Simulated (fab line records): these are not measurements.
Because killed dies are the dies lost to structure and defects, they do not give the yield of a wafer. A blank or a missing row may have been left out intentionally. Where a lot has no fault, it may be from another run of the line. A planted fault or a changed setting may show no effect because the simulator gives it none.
fab line records -- flow n5Finfet
record: lots: 8, wafers: 22, lastDay: 18
route steps=1938 shown BEOL_M2@889 BEOL_M4@1111 PASSIVATION@1936
lots untouched by any fault: they come from a run of this same line in which no faults occurred
startH: hours from the record's opening day to when the first of the lot's shown wafers began -- waitH: hours since the lot's step before -- " unchanged from the row above -- L1.1+2: a row that stands for several wafers -- - no value, or no start was given -- * or withheld: withheld -- < > ~ a bound
route shown NAME@n: a module of which the file shows steps, and the number in the route of the first -- usual: mean/standard deviation of fault-free wafers -- same: alike in all rows -- chamber/n: place in a boat -- sites: per-site readings -- _std_site: how widely they spread, as a standard deviation -- _edge_site: mean of outer sites minus mean of inner sites -- radiusMm: how far each site lies from the wafer's centre -- mask NAME#n: copy n -- behind: the tool/chamber that last shaped the wafer -- hold: why the lot went on hold/how many hours it stayed there/how the hold came to an end -- device: transistor that didn't switch, given as n, p or np -- end of line: the route-end tests of the same wafers -- a step without rows: its recipe alone -- killed: dies lost to structure and defects at the first sort, not the wafer's yield -- map: a wafer's dies, marking killed ones x, the rest . and places with no die _
set.NAME: the setting as run; set.NAME@STEP: as run at that earlier step -- model.NAME: the simulator's own value behind a step, which no gauge read
steps of the route over a sample of lots; a table a step, a row a wafer
services: a tool's chamber out of use, with start hour (startH, from the record's first day; less than 0 if before it), hours out, and reason
== steps ==
step: N5_BEOL_M2_STRIP_36
recipe: chemistry: N2/H2, powerW: 450, tempC: 40, pressureMtorr: 20, rfFrequencyHz: 6e+07, overashFraction: 0.3, biasPowerW: 7, h2Frac: 0.5, n2FlowSccm: 200, h2FlowSccm: 200
usual: drypumpMotorCurrentA: 5.9/0.4, n2FlowSccm: 200.0/0.65, oesProductAu: 0.81/0.096, rfVppV: 59.1/1.3, showerheadPlenumPTorr: 2.54/0.083, throttleValvePct: 23.46/0.21
lot.wafer,tool,chamber,startH,waitH,drypumpMotorCurrentA,n2FlowSccm,oesProductAu,rfHoursCounterH,rfVppV,showerheadPlenumPTorr,throttleValvePct
L224.2,rieDiel-02,3,147.32,0.0,5.9,200.5,0.80,84,60.3,2.56,23.53
L224.3,rieDiel-02,0,147.32,0.0,5.5,199.3,0.81,96,58.5,2.56,23.30
L224.4,rieDiel-02,1,147.32,0.0,4.8,200.9,0.70,220,61.8,2.41,23.71
L225.1,rieDiel-01,2,163.43,0.0,5.6,199.1,0.76,169,58.2,2.53,23.32
L225.2,rieDiel-01,1,163.43,0.0,5.9,199.5,0.90,27,57.5,2.48,23.57
L225.5,rieDiel-01,2,163.43,0.0,5.6,199.4,0.76,-,57.5,2.53,23.36
L227.1,rieDiel-01,1,166.82,0.0,5.9,198.9,0.90,29,58.0,2.48,23.57
L227.3,rieDiel-01,2,166.82,0.0,5.6,200.4,0.77,171,57.9,2.53,23.36
L227.5,rieDiel-01,1,166.82,0.0,5.9,199.7,0.90,-,59.6,2.48,23.55
L231.1,rieDiel-01,3,203.84,0.0,6.2,200.3,0.85,59,59.1,2.68,23.36
L231.5,rieDiel-01,1,203.84,0.0,5.9,199.8,0.88,-,59.3,2.48,23.58
L236.1,rieDiel-01,0,224.33,0.0,6.2,199.9,0.91,21,59.8,2.59,23.08
L236.5,rieDiel-01,1,224.33,0.0,5.9,200.5,0.87,-,60.3,2.47,23.59
L237.3,rieDiel-03,0,228.94,0.0,6.3,200.2,0.92,14,60.8,2.49,23.08
L237.5,rieDiel-03,0,228.94,0.0,6.3,200.8,0.91,-,58.5,2.49,23.10
L237.6,rieDiel-03,2,228.94,0.0,6.4,200.3,0.69,-,59.6,2.41,23.50
L242.2,rieDiel-03,2,278.07,0.0,6.4,199.9,0.68,235,61.9,2.40,23.50
L242.4,rieDiel-03,0,278.07,0.0,6.3,200.2,0.90,30,59.9,2.48,23.11
L242.6,rieDiel-03,0,278.07,0.0,6.3,200.1,0.89,-,58.6,2.48,23.13
L243.1,rieDiel-02,2,283.94,0.0,5.6,199.3,0.88,52,57.4,2.58,23.73
L243.5,rieDiel-02,3,283.94,0.0,5.8,200.8,0.77,-,58.2,2.54,23.58
L243.6,rieDiel-02,0,283.94,0.0,5.5,200.4,0.77,-,58.2,2.54,23.36
step: N5_BEOL_M2_TRENCH_ETCH_37
recipe: chemistry: C4F6/O2, targetDepthA: 555.55, target: SiOC, timeS: 29.2, ionEnergyEv: 250, pressureMtorr: 30, sourceW: 355, biasW: 185, Ar_flow_sccm: 300, C4F6_flow_sccm: 10, O2_flow_sccm: 10
usual: drypumpMotorCurrentA: 5.9/0.4, oesProductAu: 0.81/0.095, rfVppV: 663/7.3, showerheadPlenumPTorr: 2.85/0.091, throttleValvePct: 20.66/0.22
lot.wafer,tool,chamber,startH,waitH,drypumpMotorCurrentA,oesProductAu,rfHoursCounterH,rfVppV,showerheadPlenumPTorr,throttleValvePct
L224.2,rieDiel-02,3,147.36,-,5.9,0.81,84,672,2.89,20.91
L224.3,rieDiel-02,0,147.36,-,5.5,0.81,96,663,2.88,20.47
L224.4,rieDiel-02,1,147.36,-,4.8,0.70,220,661,2.71,20.77
L225.1,rieDiel-01,2,163.47,-,5.6,0.76,169,652,2.84,20.56
L225.2,rieDiel-01,1,163.47,-,5.9,0.89,27,655,2.78,20.61
L225.5,rieDiel-01,2,163.47,-,5.6,0.76,-,650,2.84,20.55
L227.1,rieDiel-01,1,166.86,-,5.9,0.89,29,656,2.78,20.63
L227.3,rieDiel-01,2,166.86,-,5.6,0.75,171,651,2.84,20.56
L227.5,rieDiel-01,1,166.86,-,5.9,0.90,-,656,2.78,20.63
L231.1,rieDiel-01,3,203.88,-,6.2,0.85,59,670,3.00,20.55
L231.5,rieDiel-01,1,203.88,-,5.9,0.79,-,655,2.77,20.64
L236.1,rieDiel-01,0,224.37,-,6.2,0.92,21,658,2.91,20.32
L236.5,rieDiel-01,1,224.37,-,5.9,0.78,-,656,2.77,20.64
L237.3,rieDiel-03,0,228.98,-,6.3,0.92,14,668,2.79,20.31
L237.5,rieDiel-03,0,228.98,-,6.3,0.92,-,669,2.79,20.33
L237.6,rieDiel-03,2,228.98,-,6.4,0.70,-,672,2.70,20.79
L242.2,rieDiel-03,2,278.11,-,6.4,0.69,235,673,2.69,20.79
L242.4,rieDiel-03,0,278.11,-,6.3,0.89,30,667,2.78,20.35
L242.6,rieDiel-03,0,278.11,-,6.3,0.89,-,669,2.78,20.34
L243.1,rieDiel-02,2,283.98,-,5.6,0.86,52,658,2.89,21.11
L243.5,rieDiel-02,3,283.98,-,5.9,0.76,-,671,2.87,20.94
L243.6,rieDiel-02,0,283.98,-,5.5,0.76,-,662,2.85,20.53
step: N5_BEOL_M2_OCD_MEAS_38
usual: trenchDepthNm: 55.7/0.66
lot.wafer,tool,chamber,startH,waitH,trenchDepthNm
L224.2,ocd-02,-,147.52,-,56.3
L224.3,ocd-02,-,147.52,-,55.9
L224.4,ocd-02,-,147.52,-,56.3
L225.1,ocd-02,-,163.62,-,55.3
L225.2,ocd-02,-,163.62,-,56.2
L225.5,ocd-02,-,163.62,-,55.5
L227.1,ocd-01,-,167.01,-,55.9
L227.3,ocd-01,-,167.01,-,55.2
L227.5,ocd-01,-,167.01,-,56.3
L231.1,ocd-01,-,204.04,-,56.5
L231.5,ocd-01,-,204.04,-,48.0
L236.1,ocd-02,-,224.53,-,56.5
L236.5,ocd-02,-,224.53,-,47.4
L237.3,ocd-01,-,229.14,-,55.8
L237.5,ocd-01,-,229.14,-,55.0
L237.6,ocd-01,-,229.14,-,55.0
L242.2,ocd-01,-,278.27,-,54.6
L242.4,ocd-01,-,278.27,-,55.6
L242.6,ocd-01,-,278.27,-,55.6
L243.1,ocd-02,-,284.14,-,55.2
L243.5,ocd-02,-,284.14,-,54.9
L243.6,ocd-02,-,284.14,-,55.5
step: N5_BEOL_M2_CD_MEAS_35
recipe: targetCdNm: 18, targetCdYNm: 22.2, polarity: opening
usual: cdNm: 18.1/0.33
lot.wafer,tool,chamber,startH,waitH,cdNm
L224.2,cdSem-01,-,147.67,0.0,18.0
L224.3,cdSem-01,-,147.67,0.0,17.8
L224.4,cdSem-01,-,147.67,0.0,17.4
L225.1,cdSem-01,-,163.84,0.0,18.3
L225.2,cdSem-01,-,163.84,0.0,18.1
L225.5,cdSem-01,-,163.84,0.0,18.2
L227.1,cdSem-02,-,167.17,0.0,18.0
L227.3,cdSem-02,-,167.17,0.0,17.9
L227.5,cdSem-02,-,167.17,0.0,18.0
L231.1,cdSem-02,-,204.19,0.0,18.4
L231.5,cdSem-02,-,204.19,0.0,17.8
L236.1,cdSem-01,-,224.78,0.0,18.0
L236.5,cdSem-01,-,224.78,0.0,17.6
L237.3,cdSem-02,-,229.30,0.0,18.1
L237.5,cdSem-02,-,229.30,0.0,18.6
L237.6,cdSem-02,-,229.30,0.0,17.9
L242.2,cdSem-02,-,278.42,0.0,17.3
L242.4,cdSem-02,-,278.42,0.0,17.9
L242.6,cdSem-02,-,278.42,0.0,17.9
L243.1,cdSem-03,-,284.29,0.0,17.8
L243.5,cdSem-03,-,284.29,0.0,17.8
L243.6,cdSem-03,-,284.29,0.0,18.1
step: N5_BEOL_M2_ANNEAL_49
recipe: tempC: 400, timeS: 240, ambient: vacuum
usual: heaterPowerW: 830/83
lot.wafer,tool,chamber,startH,waitH,heaterPowerW
L224.2,pvdSputter-03,-,148.68,0.0,745
L224.3,pvdSputter-03,-,148.68,0.0,664
L224.4,pvdSputter-03,-,148.68,0.0,911
L225.1,pvdSputter-03,-,165.45,0.0,907
L225.2,pvdSputter-03,-,165.45,0.0,973
L225.5,pvdSputter-03,-,165.45,0.0,756
L227.1,pvdSputter-03,-,168.36,0.0,671
L227.3,pvdSputter-03,-,168.36,0.0,903
L227.5,pvdSputter-03,-,168.36,0.0,764
L231.1,pvdSputter-02,-,205.35,0.0,850
L231.5,pvdSputter-02,-,205.35,0.0,807
L236.1,pvdSputter-03,-,226.32,0.0,759
L236.5,pvdSputter-03,-,226.32,0.0,873
L237.3,pvdSputter-01,-,232.18,0.0,701
L237.5,pvdSputter-01,-,232.18,0.0,869
L237.6,pvdSputter-01,-,232.18,0.0,695
L242.2,pvdSputter-03,-,279.46,0.0,993
L242.4,pvdSputter-03,-,279.46,0.0,774
L242.6,pvdSputter-03,-,279.46,0.0,739
L243.1,pvdSputter-01,-,285.21,0.0,853
L243.5,pvdSputter-01,-,285.21,0.0,702
L243.6,pvdSputter-01,-,285.21,0.0,863
step: N5_BEOL_M2_THK_MEAS_53
recipe: thkMeasGauge: xrf, reads: Cu_of_BEOL_M2_ECD_50
usual: M2_THK: 39.0/1.2
lot.wafer,tool,chamber,startH,waitH,M2_THK[nm]
L224.2,filmMetro-01,-,151.16,-,38.3
L224.3,filmMetro-01,-,151.16,-,38.1
L224.4,filmMetro-01,-,151.16,-,38.2
L225.1,filmMetro-02,-,167.92,-,38.4
L225.2,filmMetro-02,-,167.92,-,39.1
L225.5,filmMetro-02,-,167.92,-,38.8
L227.1,filmMetro-01,-,170.84,-,38.3
L227.3,filmMetro-01,-,170.84,-,37.8
L227.5,filmMetro-01,-,170.84,-,38.8
L231.1,filmMetro-02,-,207.83,-,39.7
L231.5,filmMetro-02,-,207.83,-,30.7
L236.1,filmMetro-02,-,228.80,-,41.1
L236.5,filmMetro-02,-,228.80,-,32.5
L237.3,filmMetro-02,-,234.65,-,39.7
L237.5,filmMetro-02,-,234.65,-,39.2
L237.6,filmMetro-02,-,234.65,-,39.4
L242.2,filmMetro-02,-,281.93,-,36.8
L242.4,filmMetro-02,-,281.93,-,36.9
L242.6,filmMetro-02,-,281.93,-,37.5
L243.1,filmMetro-02,-,287.68,-,39.2
L243.5,filmMetro-02,-,287.68,-,37.9
L243.6,filmMetro-02,-,287.68,-,40.4
step: N5_BEOL_M2_RS_MEAS_58
recipe: thkMeasGauge: four-point-probe, reads: Co_of_BEOL_M2_CO_CAP_55+Cu_of_BEOL_M2_ECD_50+Co_of_BEOL_M2_CVD_47+TaN_of_BEOL_M2_ALD_84
usual: M2_RS: 0.678/0.026
lot.wafer,tool,chamber,startH,waitH,M2_RS[ohm/sq]
L224.2,filmMetro-02,-,151.42,0.1,0.688
L224.3,filmMetro-02,-,151.42,0.1,0.692
L224.4,filmMetro-02,-,151.42,0.1,0.694
L225.1,filmMetro-01,-,168.50,0.0,0.691
L225.2,filmMetro-01,-,168.50,0.0,0.674
L225.5,filmMetro-01,-,168.50,0.0,0.682
L227.1,filmMetro-01,-,171.10,0.0,0.688
L227.3,filmMetro-01,-,171.10,0.0,0.699
L227.5,filmMetro-01,-,171.10,0.0,0.678
L231.1,filmMetro-02,-,208.09,0.0,0.667
L231.5,filmMetro-02,-,208.09,0.0,0.936
L236.1,filmMetro-02,-,229.06,0.1,0.645
L236.5,filmMetro-02,-,229.06,0.1,0.880
L237.3,filmMetro-02,-,234.91,0.1,0.663
L237.5,filmMetro-02,-,234.91,0.1,0.669
L237.6,filmMetro-02,-,234.91,0.1,0.671
L242.2,filmMetro-02,-,282.19,0.1,0.731
L242.4,filmMetro-02,-,282.19,0.1,0.733
L242.6,filmMetro-02,-,282.19,0.1,0.714
L243.1,filmMetro-01,-,287.94,0.0,0.671
L243.5,filmMetro-01,-,287.94,0.0,0.700
L243.6,filmMetro-01,-,287.94,0.0,0.645
step: N5_BEOL_M4_RC_MEAS_101
usual: DIBL_N: 36.4/1.2, DIBL_P: 36.1/1.6, IOFF_N: 0.156/0.024, IOFF_P: 0.21/0.031, ION_N: 674/11, ION_P: 463/6.9, SERP_M2: 196/12, SERP_M2_max_site: 210/14, SS_N: 71.5/0.5, SS_P: 73.2/0.55, VT_N: 250.0/2.9, VT_P: -250/3.6
lot.wafer,tool,chamber,startH,waitH,DIBL_N[mV/V],DIBL_P[mV/V],IOFF_N[nA/um],IOFF_P[nA/um],ION_N[uA/um],ION_P[uA/um],SERP_M2[ohm/um],SERP_M2_max_site[ohm/um],SS_N[mV/dec],SS_P[mV/dec],VT_N[mV],VT_P[mV]
L224.2,prober-02,0,174.43,0.2,35.5,36.6,0.160,0.20,675,456,203,210,71.5,73.7,248.2,-252
L224.3,prober-02,0,174.43,0.2,35.4,36.2,0.146,0.18,661,450,208,216,71.3,73.5,250.2,-257
L224.4,prober-02,0,174.43,0.2,37.9,39.3,0.207,0.24,679,463,199,234,71.7,75.0,244.5,-249
L225.1,prober-02,0,189.00,0.0,37.3,39.6,0.204,0.26,698,473,194,206,72.3,73.9,245.0,-250
L225.2,prober-02,0,189.00,0.0,35.2,37.1,0.160,0.22,669,459,191,221,71.4,73.7,249.5,-248
L225.5,prober-02,0,189.00,0.0,36.6,38.4,0.183,0.24,676,461,185,215,71.8,73.5,247.5,-250
L227.1,prober-01,0,191.95,0.0,36.8,35.8,0.182,0.28,676,470,208,221,71.2,73.6,250.4,-245
L227.3,prober-01,0,191.95,0.0,38.0,36.4,0.195,0.28,683,467,203,217,72.1,74.5,247.6,-242
L227.5,prober-01,0,191.95,0.0,37.1,36.3,0.185,0.29,681,471,200,215,71.8,73.5,247.4,-243
L231.1,prober-02,0,225.98,0.1,35.2,35.4,0.147,0.20,665,464,203,229,71.7,72.7,250.9,-251
L231.5,prober-02,0,225.98,0.1,36.3,35.8,0.161,0.21,685,472,267,303,71.1,74.1,248.0,-251
L236.1,prober-02,0,252.63,0.0,37.7,36.7,0.170,0.20,672,455,186,206,71.7,74.1,250.4,-252
L236.5,prober-02,0,252.63,0.0,35.5,34.2,0.130,0.16,667,460,252,266,70.6,73.1,253.5,-256
L237.3,prober-01,0,255.87,0.3,36.6,34.7,0.131,0.19,657,461,192,222,71.2,73.2,252.3,-251
L237.5,prober-01,0,255.87,0.3,37.2,35.6,0.152,0.19,670,458,190,213,71.5,73.2,250.9,-251
L237.6,prober-01,0,255.87,0.3,35.9,34.3,0.130,0.17,664,460,193,206,71.3,73.3,251.3,-252
L242.2,prober-02,0,300.99,0.2,37.2,36.8,0.152,0.20,674,464,220,230,71.7,72.6,251.9,-254
L242.4,prober-02,0,300.99,0.2,35.7,34.9,0.127,0.18,669,462,209,221,71.3,72.5,253.1,-254
L242.6,prober-02,0,300.99,0.2,36.0,34.9,0.134,0.18,681,464,209,221,71.2,72.6,253.8,-255
L243.1,prober-02,0,314.63,0.0,37.1,37.7,0.179,0.23,668,464,195,210,71.8,74.1,247.6,-249
L243.5,prober-02,0,314.63,0.0,36.2,36.1,0.154,0.20,657,455,202,230,71.2,73.4,252.0,-253
L243.6,prober-02,0,314.63,0.0,36.1,36.2,0.154,0.20,670,460,195,200,71.6,73.5,250.1,-253
sites SERP_M2 radiusMm=0,75,75,75,75,140,140,140,140
L224.2 195 210 210 202 203 206 201 195 205
L225.1 178 194 199 191 186 193 206 197 202
L227.1 208 221 203 218 211 217 207 205 203
L231.1 210 213 203 203 229 194 194 192 208
L236.1 165 186 176 179 175 206 189 188 203
L237.3 183 192 182 185 188 204 204 200 222
L242.2 213 227 227 229 230 217 215 215 220
L243.1 185 190 190 195 194 196 210 196 206
step: N5_PASSIVATION_PROBE_49
usual: defectLimitedYield: 91.4/1.5, killed_at_M0_to_M3: 31/11, killed_at_M4_up: 13/5.5, killedAtContacts: 13/6.3, killedAtFrontEnd: 40/13, killedAtOther: 3.3/2.6, killedDies: 101/18, killedOpen: 67/13, killedShort: 33/7.9, sort_bin_5_function: 5.1/1, sort_bin_6_memory: 3.2/0.68, sort_bin_8_speed: 0/0, sortNPass: 1079/18, sortYieldPct: 91.4/1.5
same: grossDies: 1180, killedAtBackSide: 0, sort_bin_4_leakage[%]: 0
lot.wafer,tool,chamber,startH,waitH,defectLimitedYield[%],killed_at_M0_to_M3,killed_at_M4_up,killedAtContacts,killedAtFrontEnd,killedAtOther,killedDies,killedOpen,killedShort,sort_bin_5_function[%],sort_bin_6_memory[%],sort_bin_8_speed[%],sortNPass,sortYieldPct[%]
L224.2,prober-02,-,270.64,0.1,87.0,40,22,18,69,4,153,109,44,8.2,4.5,0,1027,87.0
L224.3,prober-02,-,270.69,0.1,91.0,25,12,14,54,1,106,73,32,5.8,3.0,0,1074,91.0
L224.4,prober-02,-,270.74,0.2,90.8,14,16,28,49,2,109,74,34,5.3,3.4,0,1071,90.8
L225.1,prober-02,-,281.71,0.0,92.5,32,7,11,35,3,88,49,38,5.0,2.4,0,1092,92.5
L225.2,prober-02,-,281.76,0.1,92.1,27,10,29,27,0,93,68,25,4.6,3.2,0,1087,92.1
L225.5,prober-02,-,281.91,0.2,90.5,27,8,21,49,7,112,74,38,5.3,4.0,0,1068,90.5
L227.1,prober-01,-,289.07,0.0,90.3,33,26,18,34,4,115,79,36,6.2,3.1,0,1065,90.3
L227.3,prober-01,-,289.17,0.1,93.1,27,9,17,23,6,82,52,30,4.6,2.1,0,1098,93.1
L227.5,prober-01,-,289.27,0.2,94.5,16,8,13,27,1,65,45,19,3.7,1.6,0,1115,94.5
L231.1,prober-01,-,333.74,0.0,92.5,22,3,16,43,5,89,70,19,3.7,3.7,0,1091,92.5
L231.5,prober-01,-,333.94,0.2,93.1,23,6,18,32,3,82,57,23,3.6,3.1,0.08,1098,93.1
L236.1,prober-01,-,354.22,0.0,89.7,55,12,12,40,3,122,76,46,6.2,3.6,0,1058,89.7
L236.5,prober-01,-,354.42,0.2,91.0,23,13,16,47,7,106,71,35,5.2,3.3,0,1074,91.0
L237.3,prober-02,-,359.16,0.1,87.9,51,18,19,51,4,143,95,48,7.2,4.5,0,1037,87.9
L237.5,prober-02,-,359.26,0.2,87.5,59,30,10,40,8,147,100,47,7.6,4.3,0,1033,87.5
L237.6,prober-02,-,359.31,0.3,87.5,46,9,15,73,4,147,105,42,7.4,4.7,0,1033,87.5
L242.2,prober-02,-,406.18,0.3,92.5,37,17,12,22,0,88,58,30,4.2,3.0,0,1092,92.5
L242.4,prober-02,-,406.28,0.4,92.2,38,13,1,40,0,92,52,38,4.0,3.3,0,1088,92.2
L242.6,prober-02,-,406.38,0.5,93.0,30,9,11,31,2,83,52,31,4.4,2.4,0,1097,93.0
L243.1,prober-02,-,422.03,0.0,91.6,23,8,21,46,1,99,66,33,5.0,3.1,0,1081,91.6
L243.5,prober-02,-,422.23,0.2,91.0,24,11,13,56,2,106,76,30,5.6,3.1,0,1074,91.0
L243.6,prober-02,-,422.28,0.3,92.1,30,12,6,40,5,93,68,23,5.3,2.5,0,1087,92.1
killed by level:class
L224.2 FIN_SAQP:geometricParticle:open=32 BEOL_M2:geometricParticle:open=17 MOL_CONTACT_COAG:geometricParticle:open=16 FIN_SAQP:geometricParticle:short=10 BEOL_M2:geometricParticle:short=10 BEOL_M4:geometricParticle:open=10 DUMMY_GATE:geometricParticle:open=8 BEOL_M5:geometricParticle:open=6
L224.3 FIN_SAQP:geometricParticle:open=16 MOL_CONTACT_COAG:geometricParticle:open=13 FIN_SAQP:geometricParticle:short=9 SPACER0:geometricParticle:open=6 BEOL_M2:geometricParticle:open=5 STI_FIN_REVEAL:geometricParticle:open=5 BEOL_M0_SAQP:geometricParticle:short=5 BEOL_M4:geometricParticle:open=4
L224.4 FIN_SAQP:geometricParticle:open=21 MOL_CONTACT_COAG:geometricParticle:open=21 FIN_SAQP:geometricParticle:short=13 MOL_CONTACT_COAG:geometricParticle:short=7 BEOL_M2:geometricParticle:open=6 BEOL_M5:geometricParticle:open=6 DUMMY_GATE:geometricParticle:open=4 BEOL_M4:geometricParticle:open=4
L225.1 MOL_CONTACT_COAG:geometricParticle:open=10 GATE_CUT:geometricParticle:short=7 BEOL_M0_SAQP:geometricParticle:open=7 FIN_SAQP:geometricParticle:short=6 BEOL_M0_SAQP:geometricParticle:short=6 STARTING-WAFER:geometricParticle:short=6 FIN_SAQP:geometricParticle:open=5 STI_FIN_REVEAL:geometricParticle:open=5
L225.2 MOL_CONTACT_COAG:geometricParticle:open=25 BEOL_M2:geometricParticle:open=7 BEOL_M3:geometricParticle:open=6 BEOL_M4:geometricParticle:open=5 STI_FIN_REVEAL:geometricParticle:open=4 GATE_CUT:geometricParticle:open=4 MOL_CONTACT_COAG:geometricParticle:short=4 BEOL_M0_SAQP:geometricParticle:short=4
L225.5 MOL_CONTACT_COAG:geometricParticle:open=17 STI_FIN_REVEAL:geometricParticle:open=13 FIN_SAQP:geometricParticle:open=8 FIN_SAQP:geometricParticle:short=7 GATE_CUT:geometricParticle:short=6 DUMMY_GATE:geometricParticle:open=5 BEOL_M2:geometricParticle:open=5 BEOL_M4:geometricParticle:open=5
L227.1 MOL_CONTACT_COAG:geometricParticle:open=16 BEOL_M4:geometricParticle:open=12 BEOL_M0_SAQP:geometricParticle:open=11 STI_FIN_REVEAL:geometricParticle:open=8 BEOL_M0_SAQP:geometricParticle:short=7 BEOL_M2:geometricParticle:open=7 FIN_SAQP:geometricParticle:short=5 FIN_SAQP:geometricParticle:open=4
L227.3 MOL_CONTACT_COAG:geometricParticle:open=9 MOL_CONTACT_COAG:geometricParticle:short=8 BEOL_M0_SAQP:geometricParticle:short=7 FIN_SAQP:geometricParticle:open=6 BEOL_M0_SAQP:geometricParticle:open=6 BEOL_M2:geometricParticle:open=6 STI_FIN_REVEAL:geometricParticle:open=4 BEOL_M4:geometricParticle:short=4
L227.5 MOL_CONTACT_COAG:geometricParticle:open=9 STI_FIN_REVEAL:geometricParticle:open=8 FIN_SAQP:geometricParticle:open=4 MOL_CONTACT_COAG:geometricParticle:short=4 BEOL_M0_SAQP:geometricParticle:short=4 BEOL_M3:geometricParticle:open=4 STARTING-WAFER:geometricParticle:open=4 GATE_CUT:geometricParticle:short=3
L231.1 MOL_CONTACT_COAG:geometricParticle:open=14 STI_FIN_REVEAL:geometricParticle:open=13 STARTING-WAFER:geometricParticle:open=8 FIN_SAQP:geometricParticle:open=7 BEOL_M3:geometricParticle:open=6 BEOL_M0_SAQP:geometricParticle:open=5 DUMMY_GATE:geometricParticle:open=4 GATE_CUT:geometricParticle:short=3
L231.5 MOL_CONTACT_COAG:geometricParticle:open=17 FIN_SAQP:geometricParticle:open=10 STI_FIN_REVEAL:geometricParticle:open=6 BEOL_M2:geometricParticle:open=6 DUMMY_GATE:geometricParticle:open=5 BEOL_M1:geometricParticle:open=4 GATE_CUT:geometricParticle:short=3 BEOL_M0_SAQP:geometricParticle:short=3
L236.1 BEOL_M0_SAQP:geometricParticle:short=18 BEOL_M0_SAQP:geometricParticle:open=16 DUMMY_GATE:geometricParticle:open=9 FIN_SAQP:geometricParticle:short=8 MOL_CONTACT_COAG:geometricParticle:open=8 BEOL_M2:geometricParticle:open=8 BEOL_M3:geometricParticle:open=6 FIN_SAQP:geometricParticle:open=5
L236.5 STI_FIN_REVEAL:geometricParticle:open=14 MOL_CONTACT_COAG:geometricParticle:open=12 FIN_SAQP:geometricParticle:short=11 BEOL_M3:geometricParticle:open=8 DUMMY_GATE:geometricParticle:open=6 BEOL_M4:geometricParticle:open=5 MOL_CONTACT_COAG:geometricParticle:short=4 BEOL_M0_SAQP:geometricParticle:short=4
L237.3 BEOL_M0_SAQP:geometricParticle:open=22 MOL_CONTACT_COAG:geometricParticle:open=15 BEOL_M3:geometricParticle:open=13 FIN_SAQP:geometricParticle:open=9 GATE_CUT:geometricParticle:short=9 BEOL_M0_SAQP:geometricParticle:short=9 DUMMY_GATE:geometricParticle:open=8 FIN_SAQP:geometricParticle:short=7
L237.5 BEOL_M3:geometricParticle:open=17 BEOL_M0_SAQP:geometricParticle:open=12 FIN_SAQP:geometricParticle:open=11 BEOL_M4:geometricParticle:open=10 FIN_SAQP:geometricParticle:short=8 MOL_CONTACT_COAG:geometricParticle:open=8 GATE_CUT:geometricParticle:short=7 BEOL_M4:geometricParticle:short=7
L237.6 FIN_SAQP:geometricParticle:open=22 STI_FIN_REVEAL:geometricParticle:open=18 FIN_SAQP:geometricParticle:short=13 MOL_CONTACT_COAG:geometricParticle:open=11 BEOL_M0_SAQP:geometricParticle:short=11 BEOL_M0_SAQP:geometricParticle:open=11 BEOL_M3:geometricParticle:open=11 DUMMY_GATE:geometricParticle:open=6
L242.2 MOL_CONTACT_COAG:geometricParticle:open=10 BEOL_M4:geometricParticle:open=7 BEOL_M0_SAQP:geometricParticle:short=6 BEOL_M3:geometricParticle:open=6 BEOL_M1:geometricParticle:open=6 BEOL_M2:geometricParticle:open=6 DUMMY_GATE:geometricParticle:open=4 GATE_CUT:geometricParticle:open=4
L242.4 BEOL_M3:geometricParticle:open=11 BEOL_M0_SAQP:geometricParticle:short=7 BEOL_M0_SAQP:geometricParticle:open=6 FIN_SAQP:geometricParticle:short=5 DUMMY_GATE:geometricParticle:open=5 STI_FIN_REVEAL:geometricParticle:open=5 DUMMY_GATE:geometricParticle:short=4 GATE_CUT:geometricParticle:short=4
L242.6 MOL_CONTACT_COAG:geometricParticle:open=11 FIN_SAQP:geometricParticle:short=6 BEOL_M0_SAQP:geometricParticle:open=6 BEOL_M1:geometricParticle:open=6 GATE_CUT:geometricParticle:short=5 BEOL_M0_SAQP:geometricParticle:short=5 GATE_CUT:geometricParticle:open=4 BEOL_M1:geometricParticle:short=4
L243.1 STI_FIN_REVEAL:geometricParticle:open=22 MOL_CONTACT_COAG:geometricParticle:open=17 GATE_CUT:geometricParticle:short=8 BEOL_M0_SAQP:geometricParticle:short=7 FIN_SAQP:geometricParticle:open=6 BEOL_M1:geometricParticle:open=6 BEOL_M0_SAQP:geometricParticle:open=5 MOL_CONTACT_COAG:geometricParticle:short=4
L243.5 FIN_SAQP:geometricParticle:open=18 MOL_CONTACT_COAG:geometricParticle:open=12 DUMMY_GATE:geometricParticle:open=9 GATE_CUT:geometricParticle:short=8 BEOL_M0_SAQP:geometricParticle:short=7 BEOL_M1:geometricParticle:open=7 STI_FIN_REVEAL:geometricParticle:open=5 BEOL_M4:geometricParticle:open=5
L243.6 STI_FIN_REVEAL:geometricParticle:open=9 BEOL_M1:geometricParticle:open=9 FIN_SAQP:geometricParticle:open=7 BEOL_M3:geometricParticle:open=7 BEOL_M4:geometricParticle:open=6 MOL_CONTACT_COAG:geometricParticle:open=5 BEOL_M0_SAQP:geometricParticle:short=5 STI_FIN_REVEAL:geometricParticle:short=4
== services ==
tool,chamber,startH,hours,kind
rieDiel-01,0,144.08,-,clean
rieDiel-01,0,144.08,-,consumableReplace:focusRing
rieDiel-01,0,144.08,27.9,scheduledDown
rieDiel-01,0,144.08,27.9,ventCycle
rieDiel-02,3,152.96,1.8,repair
rieDiel-03,0,165.62,14.4,repair
rieDiel-01,1,172.82,7.6,repair
rieDiel-02,0,174.77,2.9,repair
rieDiel-03,0,180.07,-,clean
rieDiel-03,0,180.07,-,consumableReplace:focusRing
rieDiel-03,0,180.07,19.5,scheduledDown
rieDiel-03,0,180.07,19.5,ventCycle
rieDiel-03,3,199.55,-,clean
rieDiel-03,3,199.55,-,consumableReplace:focusRing
rieDiel-03,3,199.55,31.3,scheduledDown
rieDiel-03,3,199.55,31.3,ventCycle
rieDiel-01,3,225.93,4.2,repair
rieDiel-02,1,238.88,-,clean
rieDiel-02,1,238.88,-,consumableReplace:focusRing
rieDiel-02,1,238.88,-,consumableReplace:showerhead
rieDiel-02,1,238.88,29.3,scheduledDown
rieDiel-02,1,238.88,29.3,ventCycle
== key ==
firstSign: step: N5_BEOL_M2_OCD_MEAS_38, reading: trenchDepthNm, direction: down, sigmas: 12, usual: 55.7, struck: 47.7
effect: step: N5_BEOL_M2_THK_MEAS_53, reading: M2_THK, direction: down, sigmas: 6.2, usual: 39.0, struck: 31.6
effect: step: N5_BEOL_M2_RS_MEAS_58, reading: M2_RS, direction: up, sigmas: 9, usual: 0.678, struck: 0.908
effect: step: N5_BEOL_M4_RC_MEAS_101, reading: SERP_M2, direction: up, sigmas: 5.3, usual: 196, struck: 260
effect: step: N5_BEOL_M4_RC_MEAS_101, reading: SERP_M2_max_site, direction: up, sigmas: 5.6, usual: 210, struck: 285
metAt N5_BEOL_M2_TRENCH_ETCH_37
struckLots L231,L236
struckWafers L231.5,L236.5
notActingAt N5_BEOL_M2_STRIP_36,N5_BEOL_M2_CD_MEAS_35,N5_BEOL_M2_ANNEAL_49
onsetBetween 166.86 203.88
fault: kind: processParameterDrift, tool: rieDiel-01, chamber: -, onsetH: 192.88, steps: N5_BEOL_M2_TRENCH_ETCH_37, channel: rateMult, offset: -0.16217, shape: step, endH: 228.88, scope: struckWafersOnly
